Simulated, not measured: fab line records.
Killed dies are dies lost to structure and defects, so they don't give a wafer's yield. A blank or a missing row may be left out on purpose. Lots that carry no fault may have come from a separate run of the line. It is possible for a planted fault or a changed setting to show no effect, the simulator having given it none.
Chamber matching || flow n5-finfet || 4 sister chambers for N5_FIN_SAQP_STRIP_55 on rie-diel-05
The step strips in N2/H2. 4 wafers are shown with their chamber, then 12 later ones without.

## WAFERS PAIRED WITH THEIR CHAMBERS
{"wafer": "L085.2", "chamber": 1, "showerhead-plenum-p-Torr (Torr)": 3.41}
{"wafer": "L088.5", "chamber": 2, "showerhead-plenum-p-Torr (Torr)": 3.50}
{"wafer": "L090.5", "chamber": 3, "showerhead-plenum-p-Torr (Torr)": 3.53}
{"wafer": "L090.6", "chamber": 0, "showerhead-plenum-p-Torr (Torr)": 3.37}

## WAFERS MISSING THEIR CHAMBER
{"wafer": "L091.1", "showerhead-plenum-p-Torr (Torr)": 3.40}
{"wafer": "L091.2", "showerhead-plenum-p-Torr (Torr)": 3.52}
{"wafer": "L091.6", "showerhead-plenum-p-Torr (Torr)": 3.37}
{"wafer": "L093.2", "showerhead-plenum-p-Torr (Torr)": 3.40}
{"wafer": "L093.4", "showerhead-plenum-p-Torr (Torr)": 3.49}
{"wafer": "L093.5", "showerhead-plenum-p-Torr (Torr)": 3.49}
{"wafer": "L094.1", "showerhead-plenum-p-Torr (Torr)": 3.52}
{"wafer": "L094.2", "showerhead-plenum-p-Torr (Torr)": 3.37}
{"wafer": "L094.3", "showerhead-plenum-p-Torr (Torr)": 3.40}
{"wafer": "L095.2", "showerhead-plenum-p-Torr (Torr)": 3.40}
{"wafer": "L095.3", "showerhead-plenum-p-Torr (Torr)": 3.37}
{"wafer": "L095.5", "showerhead-plenum-p-Torr (Torr)": 3.40}

## EACH ONE'S CHAMBER
{"wafer": "L091.1", "from the rows above": 1, "in truth": 1}
{"wafer": "L091.2", "from the rows above": "can't be placed: 3 or 2", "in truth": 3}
{"wafer": "L091.6", "from the rows above": 0, "in truth": 0}
{"wafer": "L093.2", "from the rows above": 1, "in truth": 1}
{"wafer": "L093.4", "from the rows above": 2, "in truth": 2}
{"wafer": "L093.5", "from the rows above": 2, "in truth": 2}
{"wafer": "L094.1", "from the rows above": "can't be placed: 3 or 2", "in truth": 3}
{"wafer": "L094.2", "from the rows above": 0, "in truth": 0}
{"wafer": "L094.3", "from the rows above": 1, "in truth": 1}
{"wafer": "L095.2", "from the rows above": 1, "in truth": 1}
{"wafer": "L095.3", "from the rows above": 0, "in truth": 0}
{"wafer": "L095.5", "from the rows above": 1, "in truth": 1}
Placed correctly: 10 of 12. These rows do not allow placing 2 (true chamber among the candidates in 2). Wrongly placed: 0.
How it was worked out, from the rows above alone: a wafer's distance from a chamber is the root of the sum, over the readings, of the square of ((its reading less the chamber's mean) divided by the reading's scatter). If the next closest chamber is less than 2 further off than the closest, the wafer can't be placed; otherwise it belongs to the closest. Each chamber's mean is taken over the wafers shown for it. The scatter (one wafer shown for each chamber): square how far every hidden wafer sits from the nearest shown wafer, average those squares and take the square root.
